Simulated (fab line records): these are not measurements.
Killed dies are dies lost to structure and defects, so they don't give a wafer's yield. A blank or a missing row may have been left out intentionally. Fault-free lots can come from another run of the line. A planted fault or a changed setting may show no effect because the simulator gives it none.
Struck lot and sound lot, side by side | flow n5Finfet | 23 out of 1938 route steps
Sound: the wafers L795.1, L795.4, L795.5. Struck: wafer L799.4. (L799.1 of the same lot was not struck and is left out.) The cause comes at the end.
For every step that has rows: the tool of each side, followed by ch and its chambers, followed by its first start. Under that, the readings that differ: sound wafers | struck wafers | difference of the means | sigmas: that difference in standard deviations of wafers without a fault.
alike: words and numbers the same on both sides, and readings whose means are apart by under 2 such deviations; not compared: readings that were withheld, readings missing a value for some wafer, numbers with overlapping values and no deviation given by the record, and bounds like >300 which may hide the same value.
A row with sigmas, a row that says differs or no value, or rows on one side alone: a step with any of these is where the two part. When numbers do not overlap yet have no deviation, they are printed without sigmas and do not part them. A reading missing from all wafers of one side parts the sides only when that side holds two or more wafers.

first, 11 steps without rows for these wafers: N5_WELL_APT_OXIDE_STRIP_42 (strips SiO2 in dHF, time 45 s, target depth 12 nm); N5_WELL_APT_PRECLEAN_36 (cleans in O3/DIW, time 45 s); N5_WELL_APT_PRECLEAN_39 (cleans in dHF, time 60 s); N5_WELL_APT_SRD_37 (time 30 s); N5_WELL_APT_EPI_41 (deposits Si from SiH4/H2, target thk 50 nm, time 297.7 s); N5_PMOS_HMC_CHANNEL_EPI_HM_DEP_34 (deposits SiO2 from TEOS/O2, target thk 36 nm, time 6.9 s); N5_PMOS_HMC_CHANNEL_EPI_COAT_31 (time 60 s, resist thk 66 nm); N5_PMOS_HMC_CHANNEL_EPI_COAT_03 (resist thk 205 nm); N5_PMOS_HMC_CHANNEL_EPI_EBR_05; N5_PMOS_HMC_CHANNEL_EPI_SOFTBAKE_04 (time 60 s); N5_PMOS_HMC_CHANNEL_EPI_EXPOSE_06 (exposes mask PMOS HMC BLK, target cd 240 nm).
N5_PMOS_HMC_CHANNEL_EPI_PEB_07: peb time 60 s.
  sound on lithoTrack-02 ch 0, day 2 11:16; struck on lithoTrack-02 ch 0, day 3 11:02
reading               | sound             | struck | difference | sigmas
heaterPowerTotalW (W) | 173.9 177.2 175.0 | 182.5  | +7.1       | +4
then, 1 step without rows for these wafers: N5_PMOS_HMC_CHANNEL_EPI_DEVELOP_08 (develop time 30 s).
N5_PMOS_HMC_CHANNEL_EPI_DESCUM_14: chemistry O2, time 7.9 s.
  sound on rieDiel-01 ch 0,1,3, day 2 11:25; struck on rieDiel-01 ch 3, day 3 11:24
reading                              | sound             | struck | difference | sigmas
model.PMOS_HMC_CHANNEL_EPI.cdNm (nm) | 237.1 237.2 237.5 | 234.5  | -2.8       | 
  alike: drypumpMotorCurrentA, oesProductAu, rfVppV, showerheadPlenumPTorr, throttleValvePct
  not compared: rfHoursCounterH
then, 5 steps without rows for these wafers: N5_PMOS_HMC_CHANNEL_EPI_ETCH_32 (etches BARC in N2/H2, stops on SiO2, target depth 85.8 nm, time 50.3 s); N5_PMOS_HMC_CHANNEL_EPI_HM_OPEN_15 (chemistry CHF3/O2, target SiO2, target depth 40.6 nm, time 20.3 s); N5_PMOS_HMC_CHANNEL_EPI_STRIP_33 (strips in N2/H2); N5_PMOS_HMC_CHANNEL_EPI_STRIP_17 (strips in SPM, time 750 s); N5_PMOS_HMC_CHANNEL_EPI_ETCH_38 (etches SiO2 in CF4, target depth 1.5 nm).
N5_PMOS_HMC_CHANNEL_EPI_FIN_RECESS_16: chemistry HBr/Cl2, target Si, target depth 54 nm, time 18 s.
  sound on rieSi-06 ch 0,3, day 2 11:53; struck on rieSi-01 ch 3, day 3 12:06
reading                              | sound             | struck | difference | sigmas
oesProductAu (a.u.)                  | 0.969 1.010 0.957 | 1.022  | +0.043     | +2
model.PMOS_HMC_CHANNEL_EPI.cdNm (nm) | 238.8 239.2 238.4 | 236    | -3         | 
  alike: drypumpMotorCurrentA, throttleValvePct
  not compared: rfHoursCounterH
then, 1 step without rows for these wafers: N5_PMOS_HMC_CHANNEL_EPI_PRECLEAN_36 (cleans in O3/DIW, time 45 s).
-- here the record skips 6 days between the struck wafers' starts before and after, leaving off in module PMOS_HMC_CHANNEL_EPI and picking up in module BEOL_M4 (first step shown: number 1111 of the route) --
N5_BEOL_M4_RC_MEAS_101:
  sound on prober-01 ch 0, day 8 21:04; struck on prober-01 ch 0, day 9 07:19
reading        | sound          | struck | difference | sigmas
DIBL_N (mV/V)  | 31.8 36.7 34.5 | 40.3   | +6.0       | +3
DIBL_P (mV/V)  | 30.7 38.2 35.6 | 41.9   | +7.1       | +2
IOFF_N (nA/um) | 0.08 0.16 0.13 | 0.27   | +0.15      | +3
IOFF_P (nA/um) | 0.13 0.24 0.18 | 0.34   | +0.16      | +3
ION_N (uA/um)  | 643 678 667    | 696    | +33        | +2
ION_P (uA/um)  | 443 472 467    | 481    | +20        | +2
SS_P (mV/dec)  | 71.7 72.8 72.9 | 74.2   | +1.7       | +2
VT_N (mV)      | 259 252 251    | 240    | -14        | -3
VT_P (mV)      | -255 -248 -248 | -243   | +7         | +2
  alike: SS_N
N5_PASSIVATION_PROBE_49:
  sound wafers here have rows in the record (prober-01, day 12 17:52); struck ones have none

## WHERE THEY PART
First at N5_PMOS_HMC_CHANNEL_EPI_PEB_07; last, within this record, at N5_PASSIVATION_PROBE_49.

WHY: whatever the simulator had introduced
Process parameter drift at N5_PMOS_HMC_CHANNEL_EPI_PEB_07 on lithoTrack-02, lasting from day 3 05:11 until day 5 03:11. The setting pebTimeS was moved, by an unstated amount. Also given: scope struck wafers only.
